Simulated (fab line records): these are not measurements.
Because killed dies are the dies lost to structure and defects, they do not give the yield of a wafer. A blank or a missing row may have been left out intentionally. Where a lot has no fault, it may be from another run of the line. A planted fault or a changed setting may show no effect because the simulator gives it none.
One fault through the eyes of 2 desks ; flow nand harc ; numbers are kept per desk, each desk with only its own; the story behind them comes last

== METROLOGY DESK ==
What the gauges read, lot by lot, whatever tool the lot ran on: means of the sampled wafers that have a number. Any lot whose mean is over 4 standard deviations away from the usual mean is out of limits and marked OUT; that distance is given in the brackets.
Columns: A = thk nm at NHARC_A_ONON_D1_THK_MEAS_18, usual 1001 nm; B = thk nm at NHARC_A_ONON_D1_THK_MEAS_30, usual 998 nm
lot;first seen here;A;B
L856;day 8 08:44;990;1008
L857;day 8 08:45;1009;999
L859;day 8 23:44;991;989
L858;day 8 23:46;998;986
L860;day 9 07:03;1014;994
L861;day 9 18:46;1016;1010
L867;day 11 05:40;1022;1263 (+28) OUT
L866;day 11 10:43;1005;1270 (+29) OUT
L873;day 12 05:54;1006;994
L874;day 12 11:54;991;1022
L875;day 12 11:55;997;1002
L876;day 13 04:58;1000;986
L877;day 13 04:59;993;994
L878;day 13 23:10;999;998
This desk's verdict: out of limits on L866, L867, starting with L867 at day 11 07:56 (thk nm at NHARC_A_ONON_D1_THK_MEAS_30). L856, L857, L859, L858, L860, L861, L873, L874, L875, L876, L877, L878: within limits.

== THE TOOL OWNER'S DESK: pecvd onon-02 ==
The tool's own readings at NHARC_A_ONON_D1_DEP_28 (target thk 1000 nm): means of the sampled wafers that have a number, for each lot that ran on this tool. Any lot whose mean is over 4 standard deviations away from the usual mean is out of limits and marked OUT; that distance is given in the brackets.
Columns: A = nh3 flow sccm at NHARC_A_ONON_D1_DEP_28, usual 500.2 sccm
lot;first seen here;A
L857;day 8 10:34;499.3
L859;day 9 01:30;500.6
L861;day 9 20:41;501.5
L867;day 11 07:25;500.0
L866;day 11 12:43;499.0
L878;day 14 01:01;498.8
This desk's verdict: no lot among the 6 shows anything out of limits.

== ALL TOGETHER ==
L866, L867 would have let the metrology desk raise an alarm at day 11 07:56.
Nothing out of limits was seen by the tool owner's desk.
On record at the tool owner's desk: L866, L867, within its limits.
All the named lots went through NHARC_A_ONON_D1_DEP_28 on pecvd onon-02.

== WHAT THE SIMULATOR HAD INSERTED ==
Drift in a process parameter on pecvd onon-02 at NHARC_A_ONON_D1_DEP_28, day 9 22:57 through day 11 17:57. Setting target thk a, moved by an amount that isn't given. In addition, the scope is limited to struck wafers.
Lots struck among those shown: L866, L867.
Hours from the fault's start to each desk's first reading out of limits: the metrology desk, 33.
